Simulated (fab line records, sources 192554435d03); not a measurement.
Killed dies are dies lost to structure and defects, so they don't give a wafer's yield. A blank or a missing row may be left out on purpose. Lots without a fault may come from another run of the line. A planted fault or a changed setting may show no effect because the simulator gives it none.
fab line records | flow n5_finfet
record lots=5 wafers=13 last_day=17
route steps=1938 shown BEOL_M7@1323 BEOL_M8@1332
lots that met no fault: from a run of the same line without faults
start_h: hours from the record's first day to the start of the lot's first wafer shown | wait_h: hours since the lot's step before | " the same as in the row above | L1.1+2: a row that stands for several wafers | - no value, or no start given | * or withheld: withheld | < > ~ a bound
route shown NAME@n: a module of which the file shows steps, and the number in the route of the first | usual: mean/standard deviation of fault-free wafers | same: alike in all rows | chamber/n: place in a boat | sites: the reading at each site | _std_site: their standard deviation | _edge_site: outer sites' mean less inner sites' | radius_mm: how far each site lies from the wafer's centre | mask NAME#n: copy n | behind: the tool/chamber that last shaped the wafer | hold: why the lot was held/for how many hours/how that ended | device: the transistor (n, p or np) that didn't switch | end of line: the same wafers' tests at the end of the route | a step without rows: its recipe alone | killed: dies lost to structure and defects at the first sort, not the wafer's yield | map: a wafer's dies, x killed, . not, _ none there
set.NAME: the setting as run; set.NAME@STEP: as run at that earlier step | model.NAME: the simulator's own value behind a step, which no gauge read
lots at some steps of the route; a table a step, a row a wafer
services: from which hour (start_h, from the record's first day; less than 0 if before it) a tool's chamber was out of use, for how many hours, and why
## steps
# step N5_BEOL_M7_SPUTTER_48
# recipe material=Cu target_thk_a=100 temp_c=-20 bias_v=60 power_w=26000 chamber_pressure_pa=0.13 time_s=1.667
# step N5_BEOL_M7_ECD_50
# recipe material=Cu target_thk_a=3000
# step N5_BEOL_M7_ANNEAL_51
# recipe temp_c=225 time_s=90 ambient=N2
# step N5_BEOL_M7_CMP_52
# recipe stop_on=SiCOH_lowk t_overpolish_s=6.9 down_force_psi=1 platen_rpm=50 clearing_platen_down_force_psi=1.5 clearing_platen_rpm=50 post_cmp_clean=cu_alkaline target_thk_nm=80 clearing_platen_pad_velocity_m_s=0.99484 pad_velocity_m_s=0.99484
# step N5_BEOL_M7_PRE_CLEAN_55
# recipe gas=NH3 time_s=15 temp_c=withheld rf_power_w=300
# step N5_BEOL_M7_DEP_56
# recipe material=SiCN target_thk_a=100 temp_c=withheld precursor=3MS/NH3 pressure_torr=3 rf_w=202 time_s=17.5
# step N5_BEOL_M8_ILD_DEP_00
# recipe material=SiCOH_lowk target_thk_a=1797.5 temp_c=300 precursor=DEMS/porogen pressure_torr=5 rf_w=500 time_s=33.4
# step N5_BEOL_M8_CURE_74
# recipe temp_c=385 time_s=240 ambient=He/Ar material=SiCOH_lowk
# step N5_BEOL_M8_PECVD_70
# recipe material=SiO2 target_thk_a=200 temp_c=400 precursor=TEOS/O2 pressure_torr=5.5 rf_w=450 teos_flow_sccm=53.8 gas=O2 flow_sccm=3000 time_s=22.7
# usual heater_power_w=761/110 showerhead_plenum_p_Torr=8.74/0.051 throttle_valve_pct=22.4/1.4
# columns lot.wafer tool chamber start_h wait_h heater_power_w showerhead_plenum_p_Torr throttle_valve_pct model.SiO2_of_BEOL_M8_PECVD_70.thk_nm
L540.1 pecvd-01 0 189.33 0.0 642 8.69 21.4 19.8
L540.2 " 1 " " 858 8.66 22.5 19.6
L540.4 " 1 " " 841 8.69 22.6 20
L549.1 pecvd-01 2 244.87 0.0 1019 8.73 22.9 10
L549.3 " 0 " " 670 8.71 21.5 9.8
L548.1 pecvd-01 2 245.84 0.0 872 8.71 22.7 9.8
L548.5 " 2 " " 885 8.73 22.7 20.2
L550.1 pecvd-01 0 248.97 0.0 713 8.72 21.8 9.6
L550.5 " 1 " " 829 8.66 22.7 20.4
L550.6 " 2 " " 971 8.72 22.9 20.4
L560.1 pecvd-03 2 331.98 0.0 894 8.84 22.9 20
L560.3 " 2 " " 865 8.82 22.8 20.2
L560.6 " 1 " " 688 8.81 21.5 19.8
# step N5_BEOL_M8_HM_DEP_02
# recipe material=TiN target_thk_a=200 temp_c=25 chamber_pressure_pa=0.49996
# step N5_BEOL_M8_COAT_59
# recipe resist=SOC temp_c=250 time_s=60 spin_rpm=1500 resist_thk_nm=100
# step N5_BEOL_M8_COAT_60
# recipe resist=SiARC temp_c=220 time_s=60 spin_rpm=1500 resist_thk_nm=35
# step N5_BEOL_M8_COAT_05
# recipe resist=CAR-ArF spin_rpm=1500 resist_thk_nm=90
# step N5_BEOL_M8_EBR_07
# recipe solvent=PGMEA ebr_width_mm=1.5
# step N5_BEOL_M8_SOFTBAKE_06
# recipe temp_c=110 time_s=60 resist=CAR-ArF
# step N5_BEOL_M8_EXPOSE_08
# recipe mask_id=M8 na=1.35 source_shape=dipole sigma_inner=0.817 sigma_outer=0.97 polarization=te dose_mj=68.25
# step N5_BEOL_M8_PEB_09
# recipe peb_temp_c=withheld peb_time_s=60 resist=CAR-ArF
# step N5_BEOL_M8_DEVELOP_10
# recipe develop_time_s=30 developer=TMAH resist=CAR-ArF rinse_liquid=diw dry=air_spin dev_temp_c=23
# step N5_BEOL_M8_DESCUM_16
# recipe chemistry=O2 time_s=7.9 source_power_w=50 bias_power_w=20 pressure_mtorr=20 rf_frequency_hz=2.712e+07 temp_c=40 resist=CAR-ArF o2_flow_sccm=225
# step N5_BEOL_M8_ETCH_61
# recipe chemistry=CF4 target=SiARC target_depth_a=455 mask_material=CAR-ArF time_s=75.8 ion_energy_ev=80 pressure_mtorr=40 source_w=545 bias_w=36 Ar_flow_sccm=100 cf4_flow_sccm=100 ends=cleared
# step N5_BEOL_M8_ETCH_62
# recipe chemistry=N2/H2 target=SOC target_depth_a=1100 overetch_a=220 mask_material=SiARC temp_c=40 time_s=165 ion_energy_ev=200 pressure_mtorr=30 source_w=840 bias_w=150 n2_flow_sccm=200 h2_flow_sccm=200
# step N5_BEOL_M8_STRIP_68
# recipe chemistry=N2/H2 temp_c=40 n2_flow_sccm=200 h2_flow_sccm=200 rf_frequency_hz=6e+07
# step N5_BEOL_M8_STRIP_67
# recipe chemistry=CF4 resist=SiARC power_w=300 bias_power_w=75 pressure_mtorr=50 cf4_flow_sccm=150 rf_frequency_hz=6e+07
# step N5_BEOL_M8_HM_OPEN_17
# recipe chemistry=Cl2/BCl3 target_depth_a=200 overetch_a=60 target=TiN mask_material=SOC ion_energy_ev=150 pressure_mtorr=10 icp_w=1000 bias_w=126 Cl2_flow_sccm=53.25 bcl3_flow_sccm=21.75 Ar_flow_sccm=25
# step N5_BEOL_M8_STRIP_19
# recipe chemistry=O2 power_w=400 temp_c=40 pressure_mtorr=30 rf_frequency_hz=6e+07 bias_power_w=0 overash_fraction=0.2 o2_flow_sccm=225
# step N5_BEOL_M8_COAT_63
# recipe resist=SOC temp_c=250 time_s=60 spin_rpm=1500 resist_thk_nm=60
# step N5_BEOL_M8_COAT_64
# recipe resist=SiARC temp_c=220 time_s=60 spin_rpm=1500 resist_thk_nm=12
# step N5_BEOL_M8_COAT_71
# recipe resist=underlayer temp_c=205 time_s=60 spin_rpm=1500 resist_thk_nm=5
# step N5_BEOL_M8_COAT_22
# recipe resist=CAR-EUV spin_rpm=1500 resist_thk_nm=30
# step N5_BEOL_M8_EBR_24
# recipe solvent=PGMEA ebr_width_mm=1.5
# step N5_BEOL_M8_SOFTBAKE_23
# recipe temp_c=110 time_s=60 resist=CAR-EUV
# step N5_BEOL_M8_EXPOSE_25
# recipe mask_id=V7 na=0.33 source_shape=annular sigma_inner=0.4 sigma_outer=0.8 polarization=unpolarized target_cd_nm=40 dose_mj=42.5
# step N5_BEOL_M8_PEB_26
# recipe peb_temp_c=100 peb_time_s=60 resist=CAR-EUV
# step N5_BEOL_M8_DEVELOP_27
# recipe develop_time_s=30 developer=TMAH resist=CAR-EUV rinse_liquid=surfactant_rinse dry=air_spin dev_temp_c=23
# step N5_BEOL_M8_HM_STRIP_39
# recipe chemistry=peroxide_tin_strip material=TiN target_depth_a=250 temp_c=50 time_s=158
# columns lot.wafer tool chamber start_h wait_h model.SiO2_of_BEOL_M8_PECVD_70.thk_nm
L540.1 wet_bench-01 0 193.33 0.0 19.6
L540.2 " 2 " " 19.4
L540.4 " 6 " " 19.8
L549.1 wet_bench-05 0 247.02 0.0 10
L549.3 " 1 " " 9.6
L548.1 wet_bench-05 3 250.71 0.0 9.6
L548.5 " 4 " " 20
L550.1 wet_bench-05 1 252.77 0.0 9.4
L550.5+6 " 2,3 " " 20.2
L560.1+6 wet_bench-05 2,0 337.10 0.0 19.8
L560.3 " 3 " " 20.2
# step N5_BEOL_M8_CMP_52
# recipe stop_on=SiCOH_lowk t_overpolish_s=6.9 down_force_psi=1 platen_rpm=50 clearing_platen_down_force_psi=1.5 clearing_platen_rpm=50 post_cmp_clean=cu_alkaline target_thk_nm=80 clearing_platen_pad_velocity_m_s=0.99484 pad_velocity_m_s=0.99484
# usual barrier_field_endpoint_s=29.1/0.95 clearing_platen_rpm=49.992/0.023 motor_current_A=6.3/0.43
# columns lot.wafer tool chamber start_h wait_h barrier_field_endpoint_s clearing_platen_rpm motor_current_A
L540.2 cmp-03 1 196.30 0.4 28.4 49.956 5.7
L540.4 " 3 " " 29.1 49.991 6.6
L540.1 " 0 " " 29.9 50.010 5.8
L549.3 cmp-03 2 248.97 0.3 16.4 50.030 6.5
L549.1 " 3 " " 16.5 50.015 6.3
L548.1 cmp-04 2 253.38 0.4 16.2 49.997 6.0
L548.5 " 2 " " 29.8 49.991 5.7
L550.1 cmp-03 2 256.97 0.4 16.1 50.012 6.7
L550.5 " 3 " " 29.9 49.962 6.5
L550.6 " 0 " " 31.5 50.006 6.4
L560.3 cmp-02 3 340.53 0.2 29.6 49.955 7.0
L560.1 " 0 " " 28.8 49.984 7.0
L560.6 " 3 " " 29.5 49.991 7.4
## services
# columns tool chamber start_h hours kind
pecvd-01 2 185.92 28.9 repair
cmp-02 - 212.30 1.2 repair
cmp-04 - 226.17 0.8 repair
cmp-03 - 230.95 1.3 repair
cmp-02 - 240.29 1.6 repair
cmp-04 - 247.55 1.4 repair
wet_bench-05 - 265.98 4.4 pm
pecvd-03 - 275.45 6.0 pm
pecvd-01 1 276.15 2.1 scheduled_down
cmp-04 - 277.06 6.8 pm
cmp-02 - 282.76 1.0 repair
pecvd-01 - 283.28 4.3 pm
cmp-02 - 313.07 4.0 pm
cmp-03 - 314.67 4.0 pm
cmp-02 - 317.07 - consumable_replace:conditioner
cmp-02 - 317.07 - consumable_replace:pad
cmp-02 - 317.07 3.0 pm
cmp-03 - 318.67 - consumable_replace:conditioner
cmp-03 - 318.67 - consumable_replace:pad
pecvd-03 0 324.67 - clean
pecvd-03 0 324.67 29.5 scheduled_down
pecvd-03 0 324.67 29.5 vent_cycle
cmp-03 - 337.53 6.3 repair
wet_bench-05 - 338.18 1.9 pm
## key
first_sign step=N5_BEOL_M8_CMP_52 reading=barrier_field_endpoint_s direction=down sigmas=13 usual=29.1 struck=16.3
effect none on later readings
model_effect step=N5_BEOL_M8_PECVD_70 value=SiO2_of_BEOL_M8_PECVD_70.thk_nm without=20.05 struck=9.8
model_effect step=N5_BEOL_M8_HM_STRIP_39 value=SiO2_of_BEOL_M8_PECVD_70.thk_nm without=19.85 struck=9.65
met_at N5_BEOL_M8_PECVD_70
struck_wafers L548.1,L549.1,L549.3,L550.1
onset_between 189.33 244.87
fault kind=process_parameter_drift tool=pecvd-01 chamber=- onset_h=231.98 steps=N5_BEOL_M8_PECVD_70 channel=time_s offset=* shape=step end_h=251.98 scope=struck_wafers_only acts_in=* stated=*
